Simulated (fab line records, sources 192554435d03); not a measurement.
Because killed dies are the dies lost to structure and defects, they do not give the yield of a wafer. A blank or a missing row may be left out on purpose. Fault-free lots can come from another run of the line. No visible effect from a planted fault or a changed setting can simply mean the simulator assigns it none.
fab line records	flow n5Finfet
record lots=7	wafers=21
route steps=1938 shown DUMMY_GATE@243 ILD0@338 HKMG_FIN@403 GATE_CUT@477 MOL_CONTACT_COAG@551 BEOL_M0_SAQP@671
startH: hours from the record's opening day to when the first of the lot's shown wafers began	waitH: hours since the lot's step before	" unchanged from the row above	L1.1+2: several wafers, shown together as one row	- either no value or no given start	* or withheld: withheld	< > ~ a bound
route shown NAME@n: NAME is a module with steps in the file, n the number in the route of the first one	usual: the fault-free wafers' mean and standard deviation	same: alike in all rows	chamber/n: place in a boat	sites: the reading at each site	_std_site: the standard deviation of these	_edge_site: inner sites' mean taken away from outer sites' mean	radiusMm: for every site, how far away it sits from the centre of the wafer	mask NAME#n: copy n	behind: tool/chamber where the wafer was last shaped	hold: why the lot was held/for how many hours/how that ended	device: names the non-switching transistor (n, p or np)	end of line: tests of these same wafers at the route's end	a step with no rows: only its recipe	killed: count of dies lost to structure and defects at first sort (not the wafer's yield)	map: the dies of a wafer, with x for killed, . for not killed, _ for no die there
set.NAME: the setting as run; set.NAME@STEP: as run at that earlier step	model.NAME: the simulator's own value behind a step, which no gauge read
lots where settings were altered on purpose, with a table for each step and a row for each wafer
## steps
# step N5_DUMMY_GATE_ETCH_31
# recipe chemistry=C4F6/O2	target=SiO2	maskMaterial=SOC	targetDepthA=825	timeS=27.5	ionEnergyEv=250	pressureMtorr=30	sourceW=345	biasW=185	Ar_flow_sccm=300	C4F6_flow_sccm=10	O2_flow_sccm=10
lot.wafer	tool	chamber	startH	waitH	set.targetDepthA	model.etch.depthNm	model.SOC_of_DUMMY_GATE_COAT_34.thkNm
L076.2	rieDiel-06	2	59.06	0.3	750.4	75.28	52.6
L076.4	"	1	"	"	750.4	74.44	52.6
L076.5	"	2	"	"	825	81.69	52
L078.1	rieDiel-06	1	70.81	0.0	825	81.1	52
L078.3	"	3	"	"	825	84.88	51.6
L078.4	"	0	"	"	825	80.79	51.8
L083.1	rieDiel-02	2	102.10	0.1	825	81.82	51.8
L083.5	"	2	"	"	825	81.32	51.8
L083.6	"	1	"	"	769.5	77.34	52.2
L090.4	rieDiel-01	0	146.09	0.1	825	83.81	51.2
L090.5	"	0	"	"	825	83.47	51.2
L090.6	"	3	"	"	884.1	89.08	50.6
L092.1	rieDiel-06	0	155.18	0.1	766.6	75.48	52.4
L092.3	"	2	"	"	825	83.18	51.6
L092.6	"	2	"	"	766.6	77.05	52.2
L093.1	rieDiel-06	2	159.56	0.0	825	82.95	51.8
L093.2	"	0	"	"	825	81.26	51.8
L093.3	"	3	"	"	825	85.17	51.6
L097.3	rieDiel-01	3	184.00	0.0	902.1	88.89	51
L097.4	"	1	"	"	902.1	89.24	51
L097.5	"	1	"	"	902.1	88.48	51
# step N5_ILD0_CMP_03
# recipe stopOn=SiNx	tOverpolishS=1.9	postCmpClean=alkalineBrush	downForcePsi=4.1491	platenRpm=51.796	padVelocityMS=1.0306	targetThkNm=197.38
# usual timeToEndpointS=70/3.6
lot.wafer	tool	chamber	startH	waitH	set.downForcePsi	timeToEndpointS
L076.2	cmp-04	2	73.00	0.1	4.1491	70
L076.4	"	3	"	"	4.1491	74
L076.5	"	1	"	"	4.1491	67
L078.3	cmp-03	3	86.84	0.0	4.1491	72
L078.1	"	1	"	"	4.1491	69
L078.4	"	2	"	"	4.1491	64
L083.1	cmp-04	3	115.75	0.1	3.365	99
L083.6	"	2	"	"	3.365	92
L083.5	"	3	"	"	4.1491	80
L090.4	cmp-03	3	160.79	0.1	4.1491	69
L090.5	"	1	"	"	4.493	64
L090.6	"	2	"	"	4.493	59
L092.1	cmp-04	2	170.62	0.0	4.565	61
L092.3	"	1	"	"	4.1491	67
L092.6	"	2	"	"	4.1491	69
L093.3	cmp-02	3	172.66	0.0	4.1491	69
L093.2	"	1	"	"	3.217	93
L093.1	"	2	"	"	3.217	92
L097.3	cmp-04	3	198.71	0.1	4.1491	71
L097.4	"	1	"	"	3.221	84
L097.5	"	2	"	"	4.1491	64
# step N5_HKMG_FIN_ETCH_55
# recipe chemistry=N2/H2	target=SOC	targetDepthA=2400	tempC=40	timeS=300	ionEnergyEv=200	maskMaterial=SiARC	pressureMtorr=30	sourceW=840	biasW=150	n2FlowSccm=200	h2FlowSccm=200
lot.wafer	tool	chamber	startH	waitH	set.timeS	model.etch.depthNm	model.HKMG_FIN.featureDepthNm	model.SiARC_of_HKMG_FIN_COAT_42.thkNm
L076.2	rieDiel-05	0	84.32	0.0	300	232.3	232.2	21.6
L076.4	"	2	"	"	300	237.5	237.4	21.6
L076.5	"	2	"	"	300	237.6	237.6	21.4
L078.1	rieDiel-04	3	97.13	0.0	300	248.9	249	20.4
L078.3	"	0	"	"	300	238	238	21.6
L078.4	"	2	"	"	300	240.3	240.2	20.6
L083.1	rieDiel-04	0	126.65	0.0	268.3	215.4	215.4	23.2
L083.5	"	1	"	"	300	244.4	244.4	21
L083.6	"	0	"	"	268.3	214.1	214.2	23.4
L090.4	rieDiel-03	1	171.02	0.0	300	241.1	241	21
L090.5	"	2	"	"	300	228.4	228.4	22.4
L090.6	"	1	"	"	300	242.1	242	20.8
L092.1	rieDiel-05	0	180.74	0.0	300	233	233	21.4
L092.3	"	2	"	"	300	241	241	21.4
L092.6	"	3	"	"	248	199.7	199.8	23.2
L093.1	rieDiel-05	1	182.73	0.0	300	234.1	234.2	21.4
L093.2	"	3	"	"	300	240.9	241	21
L093.3	"	0	"	"	300	235.2	235.2	21.6
L097.3	rieDiel-05	2	209.30	0.0	300	241.2	241.2	21.4
L097.4	"	0	"	"	248.6	196.2	196.2	23.8
L097.5	"	1	"	"	300	231.5	231.6	21.4
# step N5_GATE_CUT_HM_DEP_46
# recipe material=SiO2	targetThkA=1300	tempC=400	precursor=TEOS/O2	pressureTorr=6.5	rfW=900	teosFlowSccm=161.4	gas=O2	flowSccm=2650	timeS=26.6
lot.wafer	tool	chamber	startH	waitH	set.timeS	model.SiO2_of_GATE_CUT_HM_DEP_46.thkNm
L076.2	pecvd-04	0	95.71	0.0	26.6	127.6
L076.4	"	1	"	"	23.78	116.8
L076.5	"	0	"	"	23.78	117.8
L078.1	pecvd-03	0	109.13	0.0	26.6	128.2
L078.3	"	1	"	"	26.6	127.8
L078.4	"	2	"	"	26.6	131
L083.1	pecvd-03	1	137.81	0.0	26.6	128.8
L083.5	"	0	"	"	26.6	131.2
L083.6	"	2	"	"	30.33	149
L090.4	pecvd-04	1	181.98	0.1	23.16	115.4
L090.5	"	0	"	"	26.6	130.2
L090.6	"	2	"	"	26.6	132.4
L092.1	pecvd-03	2	191.91	0.0	26.6	131.2
L092.3	"	1	"	"	29.23	142.2
L092.6	"	1	"	"	26.6	134.6
L093.1	pecvd-03	1	194.47	0.0	26.6	129.4
L093.2	"	2	"	"	26.6	130.8
L093.3	"	0	"	"	26.6	128.6
L097.3	pecvd-03	0	220.40	0.0	26.6	130
L097.4	"	1	"	"	24.78	125
L097.5	"	0	"	"	26.6	131.4
# step N5_GATE_CUT_COAT_27
# recipe resist=underlayer	tempC=205	timeS=60	spinRpm=1500	resistThkNm=10
lot.wafer	tool	chamber	startH	waitH	set.spinRpm
L076.2+4+5	lithoTrack-05	0	-	-	1500
L078.1+3+4	lithoTrack-05	0	-	-	1500
L083.1	lithoTrack-05	0	-	-	1500
L083.5+6	"	0	"	"	1433
L090.4+6	lithoTrack-01	0	-	-	1581
L090.5	"	0	"	"	1500
L092.1	lithoTrack-05	0	-	-	1402
L092.3+6	"	0	"	"	1500
L093.1	lithoTrack-04	0	-	-	1500
L093.2+3	"	0	"	"	1565
L097.3+4+5	lithoTrack-01	0	-	-	1500
# step N5_GATE_CUT_COAT_07
# recipe resist=CAR-EUV	spinRpm=1500	resistThkNm=30
# step N5_GATE_CUT_EBR_09
# recipe solvent=PGMEA	ebrWidthMm=1.5
# step N5_GATE_CUT_DESCUM_18
# recipe chemistry=O2	timeS=7	sourcePowerW=50	biasPowerW=20	pressureMtorr=20	rfFrequencyHz=2.712e+07	tempC=40	resist=CAR-EUV	o2FlowSccm=225
# step N5_GATE_CUT_ETCH_28
# recipe chemistry=N2/H2	target=underlayer	targetDepthA=130	maskMaterial=CAR-EUV	timeS=10.4	ionEnergyEv=200	pressureMtorr=30	sourceW=840	biasW=150	n2FlowSccm=200	h2FlowSccm=200	ends=cleared
lot.wafer	tool	chamber	startH	waitH	set.spinRpm@GATE_CUT_COAT_27	model.etch.depthNm	model.CAR-EUV_of_GATE_CUT_COAT_07.thkNm
L076.2	rieDiel-01	1	96.21	0.0	1500	10.02	14.6
L076.4	"	2	"	"	1500	10.03	14.4
L076.5	"	2	"	"	1500	9.987	14.4
L078.1	rieDiel-02	0	109.75	0.0	1500	10.05	14.4
L078.3	"	2	"	"	1500	10.06	14.4
L078.4	"	3	"	"	1500	10.04	14.4
L083.1	rieDiel-06	2	138.31	0.0	1500	10.01	14.4
L083.5	"	2	"	"	1433	10.26	14.2
L083.6	"	1	"	"	1433	10.24	14.2
L090.4	rieDiel-02	2	182.46	0.0	1581	9.796	14.8
L090.5	"	2	"	"	1500	10.09	14.4
L090.6	"	1	"	"	1581	9.781	14.8
L092.1	rieDiel-02	2	192.62	0.0	1402	10.34	14.2
L092.3	"	0	"	"	1500	10.03	14.8
L092.6	"	0	"	"	1500	9.975	14.8
L093.1	rieDiel-02	3	195.09	0.0	1500	10.01	14.4
L093.2	"	1	"	"	1565	9.792	14.6
L093.3	"	0	"	"	1565	9.79	14.8
L097.3	rieDiel-02	2	220.89	0.0	1500	10.01	14.8
L097.4	"	3	"	"	1500	9.994	14.6
L097.5	"	0	"	"	1500	10.02	14.8
# step N5_GATE_CUT_ETCH_36
# recipe chemistry=CF4	target=SiARC	targetDepthA=130	maskMaterial=CAR-EUV	timeS=21.7	ionEnergyEv=80	pressureMtorr=40	sourceW=545	biasW=36	Ar_flow_sccm=100	cf4FlowSccm=100	ends=cleared
# step N5_GATE_CUT_ETCH_37
# recipe chemistry=N2/H2	target=SOC	targetDepthA=600	overetchA=120	maskMaterial=SiARC	tempC=40	timeS=90	ionEnergyEv=200	pressureMtorr=30	sourceW=840	biasW=150	n2FlowSccm=200	h2FlowSccm=200
# step N5_GATE_CUT_STRIP_38
# recipe chemistry=N2/H2	tempC=40	n2FlowSccm=200	h2FlowSccm=200	rfFrequencyHz=6e+07
# step N5_GATE_CUT_STRIP_39
# recipe chemistry=N2/H2	tempC=40	n2FlowSccm=200	h2FlowSccm=200	rfFrequencyHz=6e+07
# step N5_GATE_CUT_HM_OPEN_40
# recipe chemistry=C4F6/O2	target=SiO2	maskMaterial=SiARC	targetDepthA=1390	timeS=85.1	ionEnergyEv=250	pressureMtorr=30	sourceW=345	biasW=185	Ar_flow_sccm=300	C4F6_flow_sccm=10	O2_flow_sccm=10	ends=cleared
# usual etchRfOnTimeS=93.9/2.1
lot.wafer	tool	chamber	startH	waitH	set.timeS@GATE_CUT_HM_DEP_46	etchRfOnTimeS	model.etch.depthNm	model.SOC_of_GATE_CUT_COAT_34.thkNm
L076.2	rieDiel-01	1	96.34	0.0	26.6	92.2	127.5	32.8
L076.4	"	2	"	"	23.78	83.0	116.9	35.8
L076.5	"	2	"	"	23.78	83.9	117.7	35.6
L078.1	rieDiel-02	0	109.88	0.0	26.6	93.1	128.1	33.4
L078.3	"	2	"	"	26.6	92.5	127.8	33.2
L078.4	"	3	"	"	26.6	97.8	131.1	32
L083.1	rieDiel-06	2	138.43	0.0	26.6	92.6	128.8	32.6
L083.5	"	2	"	"	26.6	94.2	131.2	32
L083.6	"	1	"	"	30.33	106.9	148.9	28.6
L090.4	rieDiel-02	2	182.59	0.0	23.16	84.0	115.3	35.8
L090.5	"	2	"	"	26.6	95.1	130.1	32.6
L090.6	"	1	"	"	26.6	95.4	132.4	31.8
L092.1	rieDiel-02	2	192.75	0.0	26.6	96.8	131.3	32.6
L092.3	"	0	"	"	29.23	102.3	142.2	30.6
L092.6	"	0	"	"	26.6	96.1	134.6	32
L093.1	rieDiel-02	3	195.22	0.0	26.6	97.2	129.4	32.2
L093.2	"	1	"	"	26.6	95.0	130.8	32.4
L093.3	"	0	"	"	26.6	93.1	128.7	33.2
L097.3	rieDiel-02	2	221.02	0.0	26.6	93.5	130.1	32.8
L097.4	"	3	"	"	24.78	92.3	125	33.4
L097.5	"	0	"	"	26.6	93.7	131.4	32.6
# step N5_GATE_CUT_STRIP_41
# recipe chemistry=CF4	resist=SiARC	powerW=300	biasPowerW=75	pressureMtorr=50	cf4FlowSccm=150	rfFrequencyHz=6e+07
# step N5_GATE_CUT_STRIP_42
# recipe chemistry=O2	powerW=400	tempC=40	pressureMtorr=30	rfFrequencyHz=6e+07	biasPowerW=0	overashFraction=0.3	o2FlowSccm=225
# step N5_GATE_CUT_ALD_22
# recipe material=SiNx	targetThkA=160	tempC=400	aldPrecursorFamily=SiH2I2	aldCoReactant=N2/H2-plasma	pulseTimeS=1	aldCycles=320	purgeTimeS=2	coReactantPurgeTimeS=2	pressureTorr=2
# step N5_GATE_CUT_CMP_23
# recipe stopOn=SiO2	tOverpolishS=23.4	postCmpClean=alkalineBrush	downForcePsi=2.5	platenRpm=51.8	padVelocityMS=1.0307	targetThkNm=16
# step N5_GATE_CUT_THK_MEAS_24
# recipe reads=SiO2_of_GATE_CUT_HM_DEP_46+SiO2_flowable_of_ILD0_FCVD_FILL_01
# usual GC_FILL_THK=219.8/2.4
lot.wafer	tool	chamber	startH	waitH	set.timeS@GATE_CUT_HM_DEP_46	GC_FILL_THK[nm]
L076.2	filmMetro-02	-	98.79	-	26.6	217.1
L076.4	"	-	"	"	23.78	205.0
L076.5	"	-	"	"	23.78	209.3
L078.1	filmMetro-02	-	112.89	-	26.6	217.4
L078.3	"	-	"	"	26.6	218.4
L078.4	"	-	"	"	26.6	221.5
L083.1	filmMetro-01	-	140.89	-	26.6	218.0
L083.5	"	-	"	"	26.6	220.5
L083.6	"	-	"	"	30.33	238.5
L090.4	filmMetro-01	-	185.28	-	23.16	206.9
L090.5	"	-	"	"	26.6	219.2
L090.6	"	-	"	"	26.6	221.8
L092.1	filmMetro-02	-	195.21	-	26.6	219.8
L092.3	"	-	"	"	29.23	231.9
L092.6	"	-	"	"	26.6	224.3
L093.1	filmMetro-02	-	197.68	-	26.6	219.0
L093.2	"	-	"	"	26.6	221.5
L093.3	"	-	"	"	26.6	220.1
L097.3	filmMetro-02	-	224.44	-	26.6	218.5
L097.4	"	-	"	"	24.78	215.7
L097.5	"	-	"	"	26.6	220.9
# step N5_GATE_CUT_CMP_43
# recipe material=SiO2	postCmpClean=rinseOnly
lot.wafer	tool	chamber	startH	waitH	set.timeS@GATE_CUT_HM_DEP_46	model.SiO2_of_GATE_CUT_HM_DEP_46.thkNm
L076.2	cmp-01	0	98.90	0.1	26.6	4.8
L076.4+5	"	1,3	"	"	23.78	4.4
L078.1+4	cmp-02	0,2	112.92	0.0	26.6	5
L078.3	"	1	"	"	26.6	4.8
L083.1+5	cmp-03	2,0	141.16	0.3	26.6	5
L083.6	"	3	"	"	30.33	6
L090.4	cmp-02	0	185.31	0.0	23.16	4.2
L090.6	"	0	"	"	26.6	5.2
L090.5	"	1	"	"	26.6	5
L092.1	cmp-03	2	195.40	0.2	26.6	5
L092.3	"	3	"	"	29.23	5.6
L092.6	"	0	"	"	26.6	5.2
L093.2+1+3	cmp-01	0,2,3	197.71	0.0	26.6	5
L097.4	cmp-01	3	224.47	0.0	24.78	4.8
L097.3+5	"	1,3	"	"	26.6	5
# step N5_MOL_CONTACT_COAG_SPUTTER_130
# recipe material=Co	targetThkA=475	tempC=25	chamberPressurePa=0.5	powerW=3000
lot.wafer	tool	chamber	startH	waitH	set.powerW	model.Co_of_MOL_CONTACT_COAG_SPUTTER_130.thkNm
L076.2	pvdSputter-03	-	105.73	0.0	2769	43.2
L076.4	"	-	"	"	2769	43.8
L076.5	"	-	"	"	3000	47.2
L078.1+3	pvdSputter-03	-	120.24	0.0	3000	47.6
L078.4	"	-	"	"	3000	47.4
L083.1	pvdSputter-03	-	148.86	0.0	3000	46.8
L083.5	"	-	"	"	3000	47.4
L083.6	"	-	"	"	3409	54.4
L090.4+5	pvdSputter-02	-	192.89	0.0	3000	47.2
L090.6	"	-	"	"	3000	48.2
L092.1	pvdSputter-03	-	201.92	0.0	3000	47.2
L092.3	"	-	"	"	3366	52.8
L092.6	"	-	"	"	3000	46.6
L093.1	pvdSputter-02	-	203.99	0.0	2646	41.8
L093.2	"	-	"	"	3000	48
L093.3	"	-	"	"	3000	47.6
L097.3+4	pvdSputter-03	-	235.33	0.0	3324	52.6
L097.5	"	-	"	"	3000	47.6
# step N5_MOL_CONTACT_COAG_COAT_34
# recipe resist=CAR-EUV	spinRpm=1500	resistThkNm=40
lot.wafer	tool	chamber	startH	waitH	set.spinRpm	model.CAR-EUV_of_MOL_CONTACT_COAG_COAT_34.thkNm
L076.2	lithoTrack-03	0	-	-	1555	39.6
L076.4	"	0	"	"	1500	40.4
L076.5	"	0	"	"	1500	40.2
L078.1+4	lithoTrack-03	0	-	-	1500	40.4
L078.3	"	0	"	"	1500	40.2
L083.1	lithoTrack-03	0	-	-	1500	40.4
L083.5+6	"	0	"	"	1500	40.2
L090.4	lithoTrack-01	0	-	-	1500	39.8
L090.5+6	"	0	"	"	1500	40
L092.1	lithoTrack-02	0	-	-	1500	39.8
L092.3	"	0	"	"	1500	40
L092.6	"	0	"	"	1355	42
L093.1	lithoTrack-02	0	-	-	1500	40
L093.2	"	0	"	"	1338	42.4
L093.3	"	0	"	"	1500	40.2
L097.3+4	lithoTrack-01	0	-	-	1500	39.8
L097.5	"	0	"	"	1500	40
# step N5_MOL_CONTACT_COAG_EXPOSE_37
# recipe maskId=VD	na=0.33	sourceShape=annular	sigmaInner=0.3	sigmaOuter=0.7	polarization=unpolarized	defocusNm=0	doseMj=62
lot.wafer	tool	chamber	startH	waitH	mask	set.doseMj
L076.2+4+5	euvScanner-01	0	111.64	-	VD#0	66.32
L078.1+3+4	euvScanner-01	0	127.95	-	VD#0	62
L083.1+6	euvScanner-01	0	154.15	-	VD#0	63.62
L083.5	"	0	"	"	VD#0	62
L090.4+5+6	euvScanner-02	0	198.24	-	VD#0	57.96
L092.1+3+6	euvScanner-01	0	207.14	-	VD#0	62
L093.1	euvScanner-02	0	209.61	-	VD#0	62
L093.2+3	"	0	"	"	VD#0	58.33
L097.3+4	euvScanner-01	0	241.37	-	VD#0	57.67
L097.5	"	0	"	"	VD#0	62
# step N5_MOL_CONTACT_COAG_PEB_38
# recipe pebTempC=100	pebTimeS=60	resist=CAR-EUV
# step N5_MOL_CONTACT_COAG_DEVELOP_39
# recipe developTimeS=30	developer=TMAH	resist=CAR-EUV	rinseLiquid=surfactantRinse	dry=airSpin	devTempC=23
# step N5_MOL_CONTACT_COAG_CD_MEAS_40
# recipe targetCdNm=25.1	landingEnergyEv=500	detector=seInlens	polarity=opening
# usual cdNm=25.24/0.22
lot.wafer	tool	chamber	startH	waitH	set.doseMj@MOL_CONTACT_COAG_EXPOSE_37	cdNm
L076.2	cdSem-01	0	111.78	-	66.32	26.39
L076.4	"	0	"	"	66.32	26.18
L076.5	"	0	"	"	66.32	26.47
L078.1	cdSem-03	0	128.10	-	62	25.44
L078.3	"	0	"	"	62	25.47
L078.4	"	0	"	"	62	25.44
L083.1	cdSem-03	0	154.30	-	63.62	25.16
L083.5	"	0	"	"	62	25.19
L083.6	"	0	"	"	63.62	26.00
L090.4	cdSem-01	0	198.36	-	57.96	23.64
L090.5	"	0	"	"	57.96	23.80
L090.6	"	0	"	"	57.96	24.37
L092.1	cdSem-01	0	207.28	-	62	25.40
L092.3	"	0	"	"	62	25.12
L092.6	"	0	"	"	62	25.12
L093.1	cdSem-03	0	209.75	-	62	25.06
L093.2	"	0	"	"	58.33	23.89
L093.3	"	0	"	"	58.33	24.00
L097.3	cdSem-01	0	241.50	-	57.67	23.71
L097.4	"	0	"	"	57.67	23.69
L097.5	"	0	"	"	62	25.43
# step N5_MOL_CONTACT_COAG_DESCUM_45
# recipe chemistry=O2	timeS=7	sourcePowerW=50	biasPowerW=20	pressureMtorr=20	rfFrequencyHz=2.712e+07	tempC=40	resist=CAR-EUV	o2FlowSccm=225
# step N5_MOL_CONTACT_COAG_ETCH_65
# recipe chemistry=N2/H2	target=underlayer	targetDepthA=130	maskMaterial=CAR-EUV	timeS=10.4	ionEnergyEv=200	pressureMtorr=30	sourceW=840	biasW=150	n2FlowSccm=200	h2FlowSccm=200	ends=cleared
lot.wafer	tool	chamber	startH	waitH	set.spinRpm@MOL_CONTACT_COAG_COAT_34	model.CAR-EUV_of_MOL_CONTACT_COAG_COAT_34.thkNm
L076.2	rieDiel-04	3	111.94	0.0	1555	24.2
L076.4+5	"	2	"	"	1500	25
L078.1+3+4	rieDiel-03	1,0,3	128.32	0.0	1500	24.8
L083.1+5	rieDiel-03	0,2	154.57	0.0	1500	25
L083.6	"	1	"	"	1500	24.8
L090.4+5+6	rieDiel-05	1,1,0	198.51	0.0	1500	24.6
L092.1+3	rieDiel-04	3,0	207.44	0.0	1500	24.4
L092.6	"	2	"	"	1355	26.6
L093.1	rieDiel-05	3	210.03	0.0	1500	24.6
L093.2	"	0	"	"	1338	27
L093.3	"	1	"	"	1500	24.8
L097.3+4	rieDiel-05	2,3	241.66	0.0	1500	24.4
L097.5	"	0	"	"	1500	24.6
# step N5_BEOL_M0_SAQP_COAT_105
# recipe resist=SOC	tempC=250	timeS=60	spinRpm=1500	resistThkNm=100
lot.wafer	tool	chamber	startH	waitH	set.spinRpm	model.SOC_of_BEOL_M0_SAQP_COAT_105.thkNm
L076.2+5	lithoTrack-05	0	120.58	0.3	1500	99.6
L076.4	"	0	"	"	1500	99.4
L078.1	lithoTrack-04	0	137.79	0.3	1500	99.2
L078.3	"	0	"	"	1500	99.6
L078.4	"	0	"	"	1500	99.4
L083.1	lithoTrack-03	0	165.05	0.3	1658	95.4
L083.5	"	0	"	"	1658	95
L083.6	"	0	"	"	1500	100.2
L090.4	lithoTrack-05	0	206.84	0.2	1500	100.2
L090.5	"	0	"	"	1500	100
L090.6	"	0	"	"	1500	99.8
L092.1	lithoTrack-03	0	216.24	0.3	1500	100.2
L092.3+6	"	0	"	"	1500	99.8
L093.1+2	lithoTrack-04	0	219.33	0.3	1574	97.4
L093.3	"	0	"	"	1500	99.4
L097.3	lithoTrack-05	0	250.87	0.2	1366	104.6
L097.4	"	0	"	"	1500	100
L097.5	"	0	"	"	1366	104.8
## key
split step=N5_DUMMY_GATE_ETCH_31	setting=targetDepthA	stated=825	by=wafer
response step=N5_DUMMY_GATE_ETCH_31	reading=model.etch.depthNm	change=+0.78	per=1%	r=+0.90
response step=N5_DUMMY_GATE_ETCH_31	reading=model.SOC_of_DUMMY_GATE_COAT_34.thkNm	change=-0.076	per=1%	r=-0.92
split step=N5_ILD0_CMP_03	setting=downForcePsi	stated=4.1491	by=wafer
response step=N5_ILD0_CMP_03	reading=timeToEndpointS	change=*	per=1%	r=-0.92
split step=N5_HKMG_FIN_ETCH_55	setting=timeS	stated=300	by=wafer
response step=N5_HKMG_FIN_ETCH_55	reading=model.etch.depthNm	change=+2.33	per=1%	r=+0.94
response step=N5_HKMG_FIN_ETCH_55	reading=model.HKMG_FIN.featureDepthNm	change=+2.33	per=1%	r=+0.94
response step=N5_HKMG_FIN_ETCH_55	reading=model.SiARC_of_HKMG_FIN_COAT_42.thkNm	change=-0.137	per=1%	r=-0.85
split step=N5_GATE_CUT_HM_DEP_46	setting=timeS	stated=26.6	by=wafer
response step=N5_GATE_CUT_HM_DEP_46	reading=model.SiO2_of_GATE_CUT_HM_DEP_46.thkNm	change=+1.15	per=1%	r=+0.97
response step=N5_GATE_CUT_HM_OPEN_40	reading=etchRfOnTimeS	change=*	per=1%	r=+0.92
response step=N5_GATE_CUT_HM_OPEN_40	reading=model.etch.depthNm	change=+1.15	per=1%	r=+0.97
response step=N5_GATE_CUT_HM_OPEN_40	reading=model.SOC_of_GATE_CUT_COAT_34.thkNm	change=-0.243	per=1%	r=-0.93
response step=N5_GATE_CUT_THK_MEAS_24	reading=GC_FILL_THK	change=+1.09	per=1%	r=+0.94
response step=N5_GATE_CUT_CMP_43	reading=model.SiO2_of_GATE_CUT_HM_DEP_46.thkNm	change=+0.0583	per=1%	r=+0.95
split step=N5_GATE_CUT_COAT_27	setting=spinRpm	stated=1500	by=wafer
response step=N5_GATE_CUT_ETCH_28	reading=model.etch.depthNm	change=-0.0534	per=1%	r=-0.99
response step=N5_GATE_CUT_ETCH_28	reading=model.CAR-EUV_of_GATE_CUT_COAT_07.thkNm	change=+0.0748	per=1%	r=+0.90
split step=N5_MOL_CONTACT_COAG_SPUTTER_130	setting=powerW	stated=3000	by=wafer
response step=N5_MOL_CONTACT_COAG_SPUTTER_130	reading=model.Co_of_MOL_CONTACT_COAG_SPUTTER_130.thkNm	change=+0.5	per=1%	r=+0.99
split step=N5_MOL_CONTACT_COAG_COAT_34	setting=spinRpm	stated=1500	by=wafer
response step=N5_MOL_CONTACT_COAG_COAT_34	reading=model.CAR-EUV_of_MOL_CONTACT_COAG_COAT_34.thkNm	change=-0.213	per=1%	r=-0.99
response step=N5_MOL_CONTACT_COAG_ETCH_65	reading=model.CAR-EUV_of_MOL_CONTACT_COAG_COAT_34.thkNm	change=-0.219	per=1%	r=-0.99
split step=N5_MOL_CONTACT_COAG_EXPOSE_37	setting=doseMj	stated=62	by=wafer
response step=N5_MOL_CONTACT_COAG_CD_MEAS_40	reading=cdNm	change=+0.218	per=1%	r=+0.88
split step=N5_BEOL_M0_SAQP_COAT_105	setting=spinRpm	stated=1500	by=wafer
response step=N5_BEOL_M0_SAQP_COAT_105	reading=model.SOC_of_BEOL_M0_SAQP_COAT_105.thkNm	change=-0.486	per=1%	r=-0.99
